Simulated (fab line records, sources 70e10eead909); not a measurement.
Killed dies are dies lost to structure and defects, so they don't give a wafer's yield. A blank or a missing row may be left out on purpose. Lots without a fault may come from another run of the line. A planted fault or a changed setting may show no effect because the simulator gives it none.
fab line records | flow nand_harc
record lots=5 wafers=15 last_day=24
route steps=1159 shown P_CONTACT@226 END@1159
lots that met no fault: from a run of the same line without faults
start_h: hours from the record's first day to the start of the lot's first wafer shown | wait_h: hours since the lot's step before | " the same as in the row above | L1.1+2: a row that stands for several wafers | - no value, or no start given | * or withheld: withheld | < > ~ a bound
route shown NAME@n: a module of which the file shows steps, and the number in the route of the first | usual: mean/standard deviation of fault-free wafers | same: alike in all rows | chamber/n: place in a boat | sites: the reading at each site | _std_site: their standard deviation | _edge_site: outer sites' mean less inner sites' | radius_mm: how far each site lies from the wafer's centre | mask NAME#n: copy n | behind: the tool/chamber that last shaped the wafer | hold: why the lot was held/for how many hours/how that ended | device: the transistor (n, p or np) that didn't switch | end of line: the same wafers' tests at the end of the route | a step without rows: its recipe alone | killed: dies lost to structure and defects at the first sort, not the wafer's yield | map: a wafer's dies, x killed, . not, _ none there
set.NAME: the setting as run; set.NAME@STEP: as run at that earlier step | model.NAME: the simulator's own value behind a step, which no gauge read
lots at some steps of the route; a table a step, a row a wafer
services: from which hour (start_h, from the record's first day; less than 0 if before it) a tool's chamber was out of use, for how many hours, and why
## steps
# step NHARC_P_CONTACT_COAT_06
# recipe spin_rpm=1500 resist_thk_nm=90
# step NHARC_P_CONTACT_SOFTBAKE_07
# recipe temp_c=105 time_s=55
# step NHARC_P_CONTACT_EBR_08
# step NHARC_P_CONTACT_EXPOSE_09
# recipe na=1.35 target_cd_nm=90 dose_mj=81.26 mask_id=P_CA
# step NHARC_P_CONTACT_PEB_10
# recipe peb_temp_c=100 peb_time_s=65
# step NHARC_P_CONTACT_DEVELOP_11
# recipe develop_time_s=35 dev_temp_c=23
# step NHARC_P_CONTACT_CD_MEAS_12
# recipe target_cd_nm=90 landing_energy_ev=500
# usual cd_nm=90.1/0.63
# columns lot.wafer tool chamber start_h wait_h cd_nm
L818.3 cd_sem-03 0 122.53 - 89.9
L818.4 " 0 " " 91.0
L818.5 " 0 " " 90.7
L819.1 cd_sem-02 0 136.24 - 89.0
L819.2 " 0 " " 88.9
L819.5 " 0 " " 89.7
L831.2 cd_sem-02 0 198.74 - 90.5
L831.4 " 0 " " 91.0
L831.5 " 0 " " 90.6
L832.1 cd_sem-02 0 210.69 - 90.1
L832.5 " 0 " " 90.6
L832.6 " 0 " " 90.1
L838.2 cd_sem-01 0 243.84 - 90.3
L838.3 " 0 " " 90.6
L838.5 " 0 " " 90.1
# step NHARC_P_CONTACT_OVL_MEAS_13
# usual overlay_x_nm=0.2/0.86 overlay_y_nm=-0.2/0.8
# columns lot.wafer tool chamber start_h wait_h overlay_x_nm overlay_y_nm
L818.3 overlay-01 - 122.62 - 1.2 -0.1
L818.4 " - " " 1.3 -0.1
L818.5 " - " " 1.1 0.2
L819.1 overlay-02 - 136.32 - 1.9 -0.8
L819.2 " - " " 2.1 -1.0
L819.5 " - " " 1.9 -1.0
L831.2 overlay-02 - 198.82 - 0.2 0.7
L831.4 " - " " 0.8 1.0
L831.5 " - " " 0.8 1.1
L832.1 overlay-02 - 210.78 - -1.8 0.0
L832.5 " - " " -0.9 0.3
L832.6 " - " " -1.4 0.7
L838.2 overlay-01 - 243.93 - 1.1 -1.6
L838.3 " - " " 0.9 -1.7
L838.5 " - " " 0.9 -1.8
# step NHARC_P_CONTACT_INSPECT_14
# usual raw_defect_count=4.0/2.4
# columns lot.wafer tool chamber start_h wait_h raw_defect_count
L818.3 defect_inspect-01 - 122.66 0.0 2
L818.4 " - " " 9
L818.5 " - " " 2
L819.1 defect_inspect-01 - 136.36 0.0 7
L819.2 " - " " 0
L819.5 " - " " 6
L831.2 defect_inspect-02 - 198.86 0.0 7
L831.4 " - " " 5
L831.5 " - " " 3
L832.1 defect_inspect-01 - 210.81 0.0 7
L832.5 " - " " 1
L832.6 " - " " 2
L838.2 defect_inspect-02 - 243.96 0.0 4
L838.3 " - " " 2
L838.5 " - " " 4
# step NHARC_P_CONTACT_DESCUM_17
# recipe time_s=3 o2_flow_sccm=200 ar_flow_sccm=0 bias_power_w=0 chemistry=O2
# usual drypump_motor_current_A=5.8/0.37 oes_product_au=0.993/0.0096 rf_vpp_V=57.6/0.9 showerhead_plenum_p_Torr=1.91/0.096 throttle_valve_pct=11.311/0.009
# columns lot.wafer tool chamber start_h wait_h drypump_motor_current_A oes_product_au rf_hours_counter_h rf_vpp_V showerhead_plenum_p_Torr throttle_valve_pct
L818.4 rie_diel-06 0 122.72 0.1 5.7 0.999 6 56.5 1.92 11.314
L818.3 " 2 " " 6.2 0.999 5 56.9 2.02 11.325
L818.5 " 0 " " 5.7 0.988 - 56.4 1.92 11.306
L819.2 rie_diel-06 1 136.44 0.1 5.6 0.993 7 57.8 2.04 11.314
L819.1 " 2 " " 6.2 1.005 7 58.4 2.02 11.319
L819.5 " 3 " " 6.5 0.987 - 57.2 1.80 11.303
L831.4 rie_diel-06 1 198.93 0.1 5.6 0.984 14 56.1 2.03 11.308
L831.2 " 2 " " 6.2 0.986 14 57.5 2.02 11.319
L831.5 " 0 " " 5.7 0.986 - 59.4 1.91 11.306
L832.1 rie_diel-01 0 210.87 0.1 5.9 1.019 25 58.6 1.79 11.313
L832.5 " 0 " " 5.9 1.014 - 56.7 1.79 11.296
L832.6 " 1 " " 4.7 1.003 - 57.8 1.78 11.327
L838.2 rie_diel-07 3 244.02 0.1 5.6 1.005 1 57.1 2.03 11.321
L838.3 " 1 " " 5.7 0.985 1 57.2 1.85 11.304
L838.5 " 0 " " 6.0 1.006 - 56.7 1.83 11.313
# step NHARC_P_CONTACT_ETCH_35
# recipe target_depth_a=390 over_etch_frac=0.3 time_s=65 ion_energy_ev=80 cf4_flow_sccm=150 ar_flow_sccm=0 rf_w=300 bias_w=100 chemistry=CF4
# usual drypump_motor_current_A=5.9/0.37 oes_product_au=0.994/0.01 rf_vpp_V=151.2/1.4 run_length_s=86.2/0.48 showerhead_plenum_p_Torr=1.77/0.084 throttle_valve_pct=13.284/0.0088
# columns lot.wafer tool chamber start_h wait_h drypump_motor_current_A oes_product_au rf_hours_counter_h rf_vpp_V run_length_s showerhead_plenum_p_Torr throttle_valve_pct
L818.3 rie_diel-06 3 122.81 0.1 6.5 0.972 5 150.9 85.7 1.67 13.293
L818.4 " 1 " " 5.6 0.993 6 151.1 86.3 1.88 13.284
L818.5 " 2 " " 6.2 0.993 - 151.7 87.1 1.86 13.286
L819.2 rie_diel-06 0 136.52 0.1 5.7 0.995 7 150.9 85.2 1.77 13.287
L819.1 " 1 " " 5.6 0.996 7 151.5 85.8 1.87 13.277
L819.5 " 2 " " 6.2 1.007 - 152.4 86.8 1.86 13.274
L831.2 rie_diel-06 0 199.01 0.1 5.7 0.980 13 152.0 85.3 1.77 13.287
L831.4 " 1 " " 5.6 0.990 14 151.8 86.2 1.87 13.282
L831.5 " 3 " " 6.5 0.973 - 149.1 85.8 1.67 13.291
L832.1 rie_diel-01 3 210.96 0.1 5.4 0.990 26 151.6 85.9 1.80 13.287
L832.6 " 3 " " 5.4 0.999 - 151.0 85.9 1.80 13.291
L832.5 " 0 " " 5.9 1.018 - 149.8 86.2 1.66 13.261
L838.3 rie_diel-07 0 244.11 0.1 5.9 0.993 1 150.8 86.2 1.70 13.291
L838.2 " 3 " " 5.6 1.004 1 151.7 86.6 1.87 13.289
L838.5 " 0 " " 5.9 0.994 - 148.9 86.7 1.70 13.280
# step NHARC_P_CONTACT_ETCH_36
# recipe target_depth_a=2600 over_etch_frac=0.25 time_s=406.25 ion_energy_ev=200 n2_flow_sccm=150 h2_flow_sccm=150 ar_flow_sccm=0 rf_w=400 bias_w=150 chemistry=N2/H2
# usual drypump_motor_current_A=5.9/0.38 oes_product_au=0.992/0.011 rf_vpp_V=430.3/3 run_length_s=427.4/0.49 showerhead_plenum_p_Torr=2.03/0.1 throttle_valve_pct=14.171/0.0092
# columns lot.wafer tool chamber start_h wait_h drypump_motor_current_A oes_product_au rf_hours_counter_h rf_vpp_V run_length_s showerhead_plenum_p_Torr throttle_valve_pct
L818.4 rie_diel-06 3 - - 6.5 0.975 5 427.1 427.1 1.92 14.162
L818.3 " 1 " " 5.6 1.014 6 434.8 427.2 2.18 14.169
L818.5 " 0 " " 5.7 1.003 - 430.7 427.3 2.04 14.170
L819.1 rie_diel-06 3 - - 6.5 0.991 7 427.2 427.3 1.92 14.159
L819.2 " 0 " " 5.7 0.991 7 430.1 426.7 2.04 14.177
L819.5 " 3 " " 6.5 0.978 - 426.8 426.9 1.92 14.154
L831.2 rie_diel-06 0 - - 5.7 0.978 13 431.5 427.1 2.04 14.178
L831.4 " 1 " " 5.6 0.998 14 434.7 427.2 2.17 14.181
L831.5 " 3 " " 6.5 0.973 - 426.2 427.1 1.92 14.157
L832.1 rie_diel-01 1 - - 4.7 1.001 19 425.7 427.8 1.90 14.177
L832.6 " 2 " " 6.2 1.007 - 429.4 427.5 1.99 14.174
L832.5 " 3 " " 5.4 0.996 - 430.1 427.4 2.07 14.178
L838.2 rie_diel-07 3 - - 5.6 1.004 1 434.1 427.5 2.17 14.178
L838.3 " 1 " " 5.8 0.989 1 428.6 427.2 1.97 14.170
L838.5 " 2 " " 5.8 0.990 - 426.5 427.4 1.90 14.176
# step NHARC_P_CONTACT_ETCH_18
# recipe target_depth_a=4810 time_s=240.5 c4f8_flow_sccm=20 o2_flow_sccm=10 ar_flow_sccm=withheld rf_w=600 bias_w=1500 chemistry=C4F8/O2/Ar
# usual oes_product_au=0.954/0.02 rf_vpp_V=978/6.8 run_length_s=261.7/0.48
# columns lot.wafer tool chamber start_h wait_h oes_product_au rf_hours_counter_h rf_vpp_V run_length_s
L818.4 rie_diel-06 1 123.21 - 0.937 6 987 261.5
L818.3 " 2 " " 0.925 6 985 262.9
L818.5 " 1 " " 0.925 - 985 261.5
L819.1 rie_diel-06 3 136.92 - 0.953 7 971 261.4
L819.2 " 0 " " 0.958 7 978 261.1
L819.5 " 2 " " 0.974 - 987 262.3
L831.2 rie_diel-06 0 199.40 - 0.925 13 977 261.0
L831.4 " 2 " " 0.954 14 986 262.7
L831.5 " 1 " " 0.939 - 986 196.0
L832.1 rie_diel-01 2 211.44 - 0.986 27 975 261.3
L832.6 " 0 " " 0.990 - 967 262.0
L832.5 " 1 " " 0.968 - 971 261.6
L838.2 rie_diel-07 1 244.50 - 0.965 1 975 261.7
L838.3 " 0 " " 0.949 1 973 262.0
L838.5 " 1 " " 0.963 - 973 261.8
# step NHARC_P_CONTACT_STRIP_37
# recipe c4f8_flow_sccm=withheld o2_flow_sccm=8 ar_flow_sccm=withheld bias_w=0 chemistry=C4F8/O2/Ar
# step NHARC_END_SORT_01
# recipe temp_c=25
# usual killed_at_array=27/11 killed_at_other=0.7/1.1 killed_at_periphery=3.4/2.1 killed_dies=31/12 killed_open=3.6/2 killed_short=2.0/1.3
# same gross_dies=677
# columns lot.wafer tool chamber start_h wait_h killed_at_array killed_at_other killed_at_periphery killed_dies killed_open killed_short
L831.5 prober-02 0 543.57 3.7 28 1 648 677 3 4
# killed by level:class
L831.5 P_CONTACT:area_etch=645 A_CHANNEL_HOLE_D1:chamber_film_flake=18 A_CONTACT:chamber_film_flake=5 P_ZERO_WELL:chamber_film_flake=2 P_CONTACT:geometric_particle:short=1 A_SOURCE_PLATE:geometric_particle:open=1 A_WL_FILL:geometric_particle:short=1 A_CONTACT:geometric_particle:open=1
# map L831.5 (x killed, . not)
____________x____________
_________xxxxxxx_________
_______xxxxxxxxxxx_______
______xxxxxxxxxxxxx______
_____xxxxxxxxxxxxxxx_____
____xxxxxxxxxxxxxxxxx____
____xxxxxxxxxxxxxxxxx____
___xxxxxxxxxxxxxxxxxxx___
___xxxxxxxxxxxxxxxxxxx___
__xxxxxxxxxxxxxxxxxxxxx__
__xxxxxxxxxxxxxxxxxxxxx__
_xxxxxxxxxxxxxxxxxxxxxxx_
_xxxxxxxxxxxxxxxxxxxxxxx_
_xxxxxxxxxxxxxxxxxxxxxxx_
_xxxxxxxxxxxxxxxxxxxxxxx_
_xxxxxxxxxxxxxxxxxxxxxxx_
xxxxxxxxxxxxxxxxxxxxxxxxx
xxxxxxxxxxxxxxxxxxxxxxxxx
xxxxxxxxxxxxxxxxxxxxxxxxx
xxxxxxxxxxxxxxxxxxxxxxxxx
xxxxxxxxxxxxxxxxxxxxxxxxx
_xxxxxxxxxxxxxxxxxxxxxxx_
_xxxxxxxxxxxxxxxxxxxxxxx_
_xxxxxxxxxxxxxxxxxxxxxxx_
_xxxxxxxxxxxxxxxxxxxxxxx_
_xxxxxxxxxxxxxxxxxxxxxxx_
__xxxxxxxxxxxxxxxxxxxxx__
__xxxxxxxxxxxxxxxxxxxxx__
___xxxxxxxxxxxxxxxxxxx___
___xxxxxxxxxxxxxxxxxxx___
____xxxxxxxxxxxxxxxxx____
____xxxxxxxxxxxxxxxxx____
_____xxxxxxxxxxxxxxx_____
______xxxxxxxxxxxxx______
_______xxxxxxxxxxx_______
_________xxxxxxx_________
____________x____________
# map L819.1 (x killed, . not)
____________.____________
_________......x_________
_______..........._______
______.............______
_____..............._____
____.........x.x.....____
____...........x.....____
___...x.x.............___
___.xxxx..........x...___
__.....................__
__................x....__
_..............x...x...._
_.......x.............x._
_......................._
_.....x................._
_......................._
........................x
.........................
.......................x.
........................x
.........................
_......................._
_..x...................._
_..........x.........x.._
_......................._
_......................._
__.....................__
__.....................__
___.....xx............___
___...................___
____.................____
____.................____
_____.............x._____
______.............______
_______..........._______
_________......._________
____________.____________
## services
# columns tool chamber start_h hours kind
rie_diel-01 1 104.21 4.7 repair
rie_diel-06 0 122.20 - clean
rie_diel-06 1 122.20 - clean
rie_diel-06 2 122.20 - clean
rie_diel-06 3 122.20 - clean
rie_diel-07 2 131.40 2.6 repair
rie_diel-01 - 138.80 9.0 pm
rie_diel-06 0 146.70 - clean
rie_diel-06 1 146.70 - clean
rie_diel-06 2 146.70 - clean
rie_diel-06 3 146.70 - clean
rie_diel-06 0 171.23 - clean
rie_diel-06 1 171.23 - clean
rie_diel-06 2 171.23 - clean
rie_diel-06 3 171.23 - clean
rie_diel-06 0 179.01 1.9 repair
rie_diel-01 1 188.14 12.0 repair
rie_diel-06 0 195.73 - clean
rie_diel-06 1 195.73 - clean
rie_diel-07 2 203.94 2.2 repair
rie_diel-01 3 223.43 9.2 repair
rie_diel-07 - 228.23 9.0 pm
rie_diel-01 0 236.14 16.6 repair
rie_diel-06 - 241.20 9.0 pm
## key
first_sign step=NHARC_P_CONTACT_ETCH_18 reading=run_length_s direction=down sigmas=99+ usual=* struck=*
effect step=NHARC_END_SORT_01 reading=killed_at_periphery direction=up sigmas=99+ usual=3.4 struck=648
more_kills_born_at NHARC_P_CONTACT_ETCH_18@rie_diel-06=645
met_at NHARC_P_CONTACT_ETCH_18
struck_wafers L831.5
later_rows_left_out L831.5
tester_left_out L831
onset_between 123.21 199.40
fault kind=process_parameter_drift tool=rie_diel-06 chamber=1 onset_h=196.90 steps=NHARC_P_CONTACT_ETCH_18 channel=time_s offset=* shape=step end_h=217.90 acts_in=* stated=*
# tester_left_out: of these lots the tester's yield and bins aren't shown, on N5 and GAA mostly nor the transistor test; their killed dies are dies lost to structure and defects alone, not to doping, threshold or leakage, so they don't give the yield
# later_rows_left_out: the simulator's readings of these wafers behind a module that went badly wrong aren't trusted and aren't shown, but for the sort
